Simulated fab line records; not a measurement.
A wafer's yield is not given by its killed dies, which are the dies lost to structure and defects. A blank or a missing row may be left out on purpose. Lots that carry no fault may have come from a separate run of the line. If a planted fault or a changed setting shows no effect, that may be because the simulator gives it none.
Chamber matching :: flow nand_harc :: rie_diel-09 running NHARC_A_STAIRCASE_TRIM_20: 4 sister chambers
The step chemistry O2, time 211.2 s. 4 wafers are shown with their chamber, then 9 later ones without.

== WAFERS WITH THEIR CHAMBER ==
wafer: L082.4
chamber: 2
showerhead_plenum_p_Torr (Torr): 3.39

wafer: L083.2
chamber: 1
showerhead_plenum_p_Torr (Torr): 3.36

wafer: L083.4
chamber: 3
showerhead_plenum_p_Torr (Torr): 3.53

wafer: L083.5
chamber: 0
showerhead_plenum_p_Torr (Torr): 3.76

== WAFERS WHOSE CHAMBER IS MISSING ==
wafer: L092.1
showerhead_plenum_p_Torr (Torr): 3.35

wafer: L092.2
showerhead_plenum_p_Torr (Torr): 3.37

wafer: L092.6
showerhead_plenum_p_Torr (Torr): 3.74

wafer: L096.1
showerhead_plenum_p_Torr (Torr): 3.35

wafer: L096.2
showerhead_plenum_p_Torr (Torr): 3.51

wafer: L096.4
showerhead_plenum_p_Torr (Torr): 3.37

wafer: L097.1
showerhead_plenum_p_Torr (Torr): 3.34

wafer: L097.4
showerhead_plenum_p_Torr (Torr): 3.36

wafer: L097.6
showerhead_plenum_p_Torr (Torr): 3.51

== EACH ONE'S CHAMBER ==
wafer: L092.1
from the rows above: 1
in truth: 1

wafer: L092.2
from the rows above: can't be placed: 1 or 2
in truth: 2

wafer: L092.6
from the rows above: 0
in truth: 0

wafer: L096.1
from the rows above: 1
in truth: 1

wafer: L096.2
from the rows above: 3
in truth: 3

wafer: L096.4
from the rows above: can't be placed: 1 or 2
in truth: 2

wafer: L097.1
from the rows above: 1
in truth: 1

wafer: L097.4
from the rows above: 1
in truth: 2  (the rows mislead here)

wafer: L097.6
from the rows above: 3
in truth: 3
Placed correctly: 6 of 9. Not placeable from these rows: 2 (in 2, the candidates include the true chamber). 1 placed wrongly.
How it was worked out, from the rows above alone: a wafer's distance from a chamber is the root of the sum, over the readings, of the square of ((its reading less the chamber's mean) divided by the reading's scatter). If the next closest chamber is less than 2 further off than the closest, the wafer can't be placed; otherwise it belongs to the closest. A chamber's mean is the mean of its shown wafers. The scatter (one wafer shown for each chamber): square how far every hidden wafer sits from the nearest shown wafer, average those squares and take the square root.
